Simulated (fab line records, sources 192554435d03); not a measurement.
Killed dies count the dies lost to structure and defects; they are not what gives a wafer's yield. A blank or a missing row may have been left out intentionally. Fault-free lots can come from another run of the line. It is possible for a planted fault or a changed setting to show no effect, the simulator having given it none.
One fault through the eyes of 2 desks -- flow n5_finfet -- numbers are kept per desk, each desk with only its own; the story behind them comes last

== DESK OF THE TOOL OWNER: pvd_sputter-03 ==
The tool's own readings at N5_BEOL_M4_HM_DEP_02 (deposits TiN, target thk 20 nm): means of the sampled wafers that have a number, for each lot that ran on this tool. A lot is out of limits, marked OUT, if its mean lies more than 4 standard deviations from the usual mean; the brackets give that distance.
Columns: A = substrate_temp_c at N5_BEOL_M4_HM_DEP_02, usual 25.01 C; B = throttle_valve_pct at N5_BEOL_M4_HM_DEP_02, usual 30.3 %
lot,first seen here,A,B
L271,day 8 12:31,25.09,30.0
L277,day 10 04:25,25.04,30.7
L278,day 10 13:05,24.99,30.5
This desk's verdict: no lot among the 3 shows anything out of limits.

== THE METROLOGY DESK ==
Lot by lot, what the gauges showed, no matter which tool ran the lot: averages of those sampled wafers that carry a number. A lot is out of limits, marked OUT, if its mean lies more than 4 standard deviations from the usual mean; the brackets give that distance. 7 of its 10 readings are shown, namely those furthest out on some lot.
Columns: A = DIBL_N at N5_BEOL_M4_RC_MEAS_101, usual 36.3 mV/V; B = DIBL_P at N5_BEOL_M4_RC_MEAS_101, usual 36.3 mV/V; C = IOFF_P at N5_BEOL_M4_RC_MEAS_101, usual 0.21 nA/um; D = ION_N at N5_BEOL_M4_RC_MEAS_101, usual 672 uA/um; E = ION_P at N5_BEOL_M4_RC_MEAS_101, usual 459 uA/um; F = SS_P at N5_BEOL_M4_RC_MEAS_101, usual 73.3 mV/dec; G = VT_P at N5_BEOL_M4_RC_MEAS_101, usual -251 mV
lot,first seen here,A,B,C,D,E,F,G
L271,day 9 05:29,35.2,34.0,0.16,660,449,73.3,-255
L277,day 11 15:35,36.0,37.6,0.22,669,459,72.9,-250
L278,day 11 20:17,39.0,38.1,0.22,676,461,73.4,-251
L288,day 14 01:37,37.1,37.3,0.21,686,465,74.2,-248
This desk's verdict: no lot among the 4 shows anything out of limits.

== BROUGHT TOGETHER ==
Nothing out of limits was seen by the tool owner's desk.
Nothing out of limits was seen by the metrology desk.

== WHAT HAD BEEN PUT IN BY THE SIMULATOR ==
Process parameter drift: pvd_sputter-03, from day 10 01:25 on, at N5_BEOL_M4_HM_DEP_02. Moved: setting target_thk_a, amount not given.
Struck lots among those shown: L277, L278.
